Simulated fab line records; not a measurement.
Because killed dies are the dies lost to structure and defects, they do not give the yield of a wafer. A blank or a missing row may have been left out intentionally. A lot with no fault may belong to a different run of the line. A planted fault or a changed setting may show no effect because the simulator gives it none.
Which tool is to blame?    flow n5-finfet    8 lots, 24 wafers sampled, at 5 steps of a route of 1938

WHAT EACH GAUGE READ, for each wafer
N5_BEOL_M4_RC_MEAS_101. Usual: DIBL_N 36.3 mV/V, standard deviation 1; DIBL_P 36.2 mV/V, standard deviation 1.4; IOFF_N 0.157 nA/um, standard deviation 0.021; IOFF_P 0.206 nA/um, standard deviation 0.025; ION_N 673 uA/um, standard deviation 9; ION_P 461 uA/um, standard deviation 6.4; SS_N 71.5 mV/dec, standard deviation 0.5; SS_P 73.2 mV/dec, standard deviation 0.47; VT_N 249.9 mV, standard deviation 2.4; VT_P -250.6 mV, standard deviation 2.9.
lot   measured      on         DIBL_N (mV/V)   DIBL_P (mV/V)   IOFF_N (nA/um)     IOFF_P (nA/um)     ION_N (uA/um)  ION_P (uA/um)  SS_N (mV/dec)   SS_P (mV/dec)   VT_N (mV)          VT_P (mV)             flag
L549  day 8 05:33   prober-01  35.3 37.3 34.9  34.4 37.2 34.2  0.136 0.170 0.129  0.177 0.217 0.175  671 682 668    462 467 461    70.8 71.2 70.1  73.1 74.0 73.2  250.8 248.2 250.4  -251.1 -250.9 -252.8  
L550  day 8 10:10   prober-02  36.3 35.5 37.9  36.9 36.1 38.2  0.150 0.134 0.171  0.209 0.194 0.225  659 657 669    457 452 461    71.7 71.6 72.7  72.9 73.6 74.3  252.3 255.2 250.0  -251.1 -251.2 -252.0  
L554  day 9 09:32   prober-01  37.5 39.5 38.3  35.9 38.7 37.6  0.151 0.202 0.181  0.199 0.242 0.226  668 686 686    464 467 469    71.5 72.3 71.5  73.9 73.3 73.5  250.2 246.9 250.7  -249.6 -247.3 -250.6  
L563  day 11 23:32  prober-02  35.6 37.0 36.3  35.0 35.2 35.1  0.139 0.150 0.145  0.220 0.224 0.217  666 671 661    466 462 462    71.5 71.8 71.1  72.8 73.1 72.9  251.5 250.7 251.4  -247.1 -247.0 -247.4  
L564  day 11 15:38  prober-01  36.5 38.0 36.4  35.7 37.5 35.4  0.142 0.169 0.138  0.199 0.228 0.196  665 666 658    454 463 456    71.3 71.4 71.1  73.1 73.5 73.1  250.0 249.7 250.6  -250.1 -248.1 -253.0  
L568  day 12 23:17  prober-01  35.8 34.6 35.3  36.5 35.0 35.7  0.162 0.136 0.152  0.227 0.198 0.210  680 670 677    469 467 468    71.4 71.5 71.4  74.0 72.7 73.7  245.4 251.9 251.6  -247.4 -251.0 -245.4  
L569  day 13 01:10  prober-01  35.8 36.5 35.6  34.6 34.8 34.3  0.141 0.147 0.142  0.206 0.210 0.208  679 665 681    470 463 472    71.0 71.5 71.0  73.2 72.5 72.6  250.3 248.9 250.8  -247.9 -246.2 -247.9  
L570  day 13 13:49  prober-02  37.8 35.6 33.4  38.4 35.6 32.3  0.180 0.145 0.106  0.230 0.187 0.148  674 664 663    462 457 455    71.7 72.1 70.7  74.2 72.9 72.3  248.4 251.5 255.4  -251.4 -251.2 -255.0  

TOOL THAT RAN EACH LOT (tool first, then ch and the chambers of the sampled wafers, then the start)
lot   N5_BEOL_M0_SAQP_ETCH_83             N5_BEOL_M0_SAQP_STRIP_108           N5_BEOL_M0_SAQP_ETCH_49             N5_BEOL_M0_SAQP_STRIP_75
L549  rie-diel-03 ch 0,3, day 5 21:46     rie-diel-03 ch 0,3, day 6 00:10     rie-diel-03 ch 0,2, day 6 02:33     rie-diel-03 ch 0,2, day 6 02:39
L550  rie-diel-05 ch 1,3, day 6 00:43     rie-diel-01 ch 0,2, day 6 03:03     rie-diel-03 ch 0,2,3, day 6 05:16   rie-diel-03 ch 0,2,3, day 6 05:22
L554  rie-diel-01 ch 1,3, day 7 00:30     rie-diel-01 ch 0,1,2, day 7 03:05   rie-diel-01 ch 1,2,3, day 7 05:41   rie-diel-01 ch 1,2,3, day 7 05:47
L563  rie-diel-05 ch 0,2,3, day 9 10:54   rie-diel-01 ch 1,2,3, day 9 13:36   rie-diel-03 ch 1,3, day 9 15:53     rie-diel-03 ch 1,3, day 9 15:59
L564  rie-diel-01 ch 2,3, day 9 14:46     rie-diel-03 ch 0,1, day 9 17:08     rie-diel-03 ch 0,2,3, day 9 19:33   rie-diel-03 ch 0,2,3, day 9 19:39
L568  rie-diel-05 ch 0,1,2, day 10 15:23  rie-diel-01 ch 0,1,3, day 10 18:20  rie-diel-01 ch 0,1,3, day 10 20:42  rie-diel-01 ch 0,1,3, day 10 20:48
L569  rie-diel-03 ch 0,1,3, day 10 21:53  rie-diel-01 ch 0,1,2, day 11 00:20  rie-diel-01 ch 0,2,3, day 11 02:41  rie-diel-01 ch 0,2,3, day 11 02:47
L570  rie-diel-05 ch 0,2, day 11 03:12    rie-diel-05 ch 0,1,3, day 11 05:32  rie-diel-05 ch 0,1, day 11 08:05    rie-diel-05 ch 0,1, day 11 08:11
- N5_BEOL_M0_SAQP_ETCH_83: etches SiARC in CF4, target depth 39 nm, time 65 s.
- N5_BEOL_M0_SAQP_STRIP_108: strips in N2/H2.
- N5_BEOL_M0_SAQP_ETCH_49: etches SiO2 in CF4/O2, target depth 37 nm.
- N5_BEOL_M0_SAQP_STRIP_75: strips in CF4.

AS READ BY THE TOOLS THEMSELVES (means over the sampled wafers that have a number; for cases with no such wafer, the mark the record gives instead)
N5_BEOL_M0_SAQP_ETCH_83. Usual: drypump-motor-current-A 5.7 A, standard deviation 0.63; etch-rf-on-time-s 64.5 s, standard deviation 1.2; oes-product-au 0.67 a.u., standard deviation 0.08; rf-fwd-power-W 538 W, standard deviation 3.4; rf-vpp-V 184.2 V, standard deviation 1.3; showerhead-plenum-p-Torr 2.15 Torr, standard deviation 0.08; throttle-valve-pct 15.59 %, standard deviation 0.21.
lot   tool         drypump-motor-current-A (A)  etch-rf-on-time-s (s)  oes-product-au (a.u.)  rf-fwd-power-W (W)  rf-vpp-V (V)  showerhead-plenum-p-Torr (Torr)  throttle-valve-pct (%)  flag
L549  rie-diel-03  5.3                          65.9                   0.65                   539                 183.6         2.07                             15.48                   
L550  rie-diel-05  6.3                          65.1                   0.62                   538                 184.2         2.10                             15.78                   
L554  rie-diel-01  5.5                          64.2                   0.73                   538                 186.2         2.25                             15.43                   
L563  rie-diel-05  5.9                          64.3                   0.67                   536                 183.6         2.06                             15.61                   
L564  rie-diel-01  5.4                          63.0                   0.77                   535                 184.8         2.20                             15.46                   
L568  rie-diel-05  5.6                          64.5                   0.71                   540                 183.2         2.08                             15.54                   
L569  rie-diel-03  5.4                          64.6                   0.62                   540                 184.3         2.13                             15.55                   
L570  rie-diel-05  5.2                          65.0                   0.68                   532                 183.4         2.07                             15.53                   

N5_BEOL_M0_SAQP_STRIP_108. Usual: drypump-motor-current-A 5.8 A, standard deviation 0.64; oes-product-au 0.80 a.u., standard deviation 0.099; rf-fwd-power-W 490.9 W, standard deviation 2.8; rf-vpp-V 122.1 V, standard deviation 0.93; showerhead-plenum-p-Torr 3.39 Torr, standard deviation 0.13; temp-c 39.99 C, standard deviation 0.11; throttle-valve-pct 18.9 %, standard deviation 0.44.
lot   tool         drypump-motor-current-A (A)  oes-product-au (a.u.)  rf-fwd-power-W (W)  rf-vpp-V (V)  showerhead-plenum-p-Torr (Torr)  temp-c (C)  throttle-valve-pct (%)  flag
L549  rie-diel-03  5.3                          0.74                   492.6               122.6         3.34                             39.85       19.1                    
L550  rie-diel-01  6.2                          0.74                   492.7               122.5         3.48                             40.08       19.4                    
L554  rie-diel-01  6.1                          0.79                   493.9               122.7         3.51                             40.02       19.0                    
L563  rie-diel-01  5.7                          0.88                   490.1               122.6         3.49                             39.90       18.9                    
L564  rie-diel-03  5.5                          0.72                   492.3               122.8         3.46                             40.01       19.0                    
L568  rie-diel-01  5.6                          0.94                   491.8               122.0         3.48                             39.97       18.5                    
L569  rie-diel-01  6.1                          0.86                   492.9               122.5         3.49                             40.06       18.9                    
L570  rie-diel-05  5.8                          0.84                   489.4               121.8         3.27                             40.09       19.0                    

N5_BEOL_M0_SAQP_ETCH_49. Usual: drypump-motor-current-A 5.6 A, standard deviation 0.52; oes_o_777_au 0.77 a.u., standard deviation 0.076; oes-product-au 0.77 a.u., standard deviation 0.082; rf-fwd-power-W 532.6 W, standard deviation 2; rf-vpp-V 240.5 V, standard deviation 2.1; showerhead-plenum-p-Torr 2.22 Torr, standard deviation 0.091; throttle-valve-pct 15.79 %, standard deviation 0.17.
lot   tool         drypump-motor-current-A (A)  oes_o_777_au (a.u.)  oes-product-au (a.u.)  rf-fwd-power-W (W)  rf-vpp-V (V)  showerhead-plenum-p-Torr (Torr)  throttle-valve-pct (%)  flag
L549  rie-diel-03  5.3                          0.76                 0.74                   531.8               239.8         2.28                             15.74                   
L550  rie-diel-03  5.2                          0.76                 0.75                   532.6               240.3         2.21                             15.74                   
L554  rie-diel-01  5.7                          0.79                 0.79                   532.4               240.2         2.30                             15.87                   
L563  rie-diel-03  5.4                          0.74                 0.85                   532.0               241.9         2.20                             15.73                   
L564  rie-diel-03  5.2                          0.74                 0.83                   532.2               240.4         2.20                             15.78                   
L568  rie-diel-01  5.6                          0.93                 0.94                   533.2               240.5         2.28                             15.58                   
L569  rie-diel-01  5.8                          0.87                 0.88                   533.8               239.3         2.26                             15.77                   
L570  rie-diel-05  5.1                          0.86                 0.87                   530.0               239.2         2.15                             15.67                   

N5_BEOL_M0_SAQP_STRIP_75. Usual: drypump-motor-current-A 5.6 A, standard deviation 0.52; oes-product-au 0.178 a.u., standard deviation 0.017; rf-fwd-power-W 294.1 W, standard deviation 1.6; rf-vpp-V 271.4 V, standard deviation 1.9; showerhead-plenum-p-Torr 1.81 Torr, standard deviation 0.072; throttle-valve-pct 13.55 %, standard deviation 0.19.
lot   tool         drypump-motor-current-A (A)  oes-product-au (a.u.)  rf-fwd-power-W (W)  rf-vpp-V (V)  showerhead-plenum-p-Torr (Torr)  throttle-valve-pct (%)  flag
L549  rie-diel-03  5.3                          0.174                  293.6               273.2         1.86                             13.52                   
L550  rie-diel-03  5.2                          0.177                  292.8               270.7         1.80                             13.51                   
L554  rie-diel-01  5.6                          0.179                  293.7               273.3         1.87                             13.61                   
L563  rie-diel-03  5.4                          0.169                  294.2               270.8         1.79                             13.49                   
L564  rie-diel-03  5.3                          0.170                  293.3               270.3         1.79                             13.56                   
L568  rie-diel-01  5.6                          0.214                  294.2               271.8         1.85                             13.27                   
L569  rie-diel-01  5.7                          0.201                  294.4               271.5         1.84                             13.48                   
L570  rie-diel-05  5.1                          0.202                  293.9               269.7         1.75                             13.37                   

THE ANSWER, worked out from the rows above alone
Rule: a lot is off if the mean of its wafers that have a number lies more than 3 standard deviations from the usual mean. A lot without any number at a reading at which 4 lots or more have one is off too. Any other lot the step has rows for is counted as sound. Order of review: gauges by route order, followed by the tools' own readings, for which a lot's mean as printed above is used. The first step at which some lot is off is used, and at that step the reading that is off furthest; a lot without a number counts as furthest.
No lot is off on any of the readings shown, so nothing can be concluded from this.

WHAT THE SIMULATOR PUT IN
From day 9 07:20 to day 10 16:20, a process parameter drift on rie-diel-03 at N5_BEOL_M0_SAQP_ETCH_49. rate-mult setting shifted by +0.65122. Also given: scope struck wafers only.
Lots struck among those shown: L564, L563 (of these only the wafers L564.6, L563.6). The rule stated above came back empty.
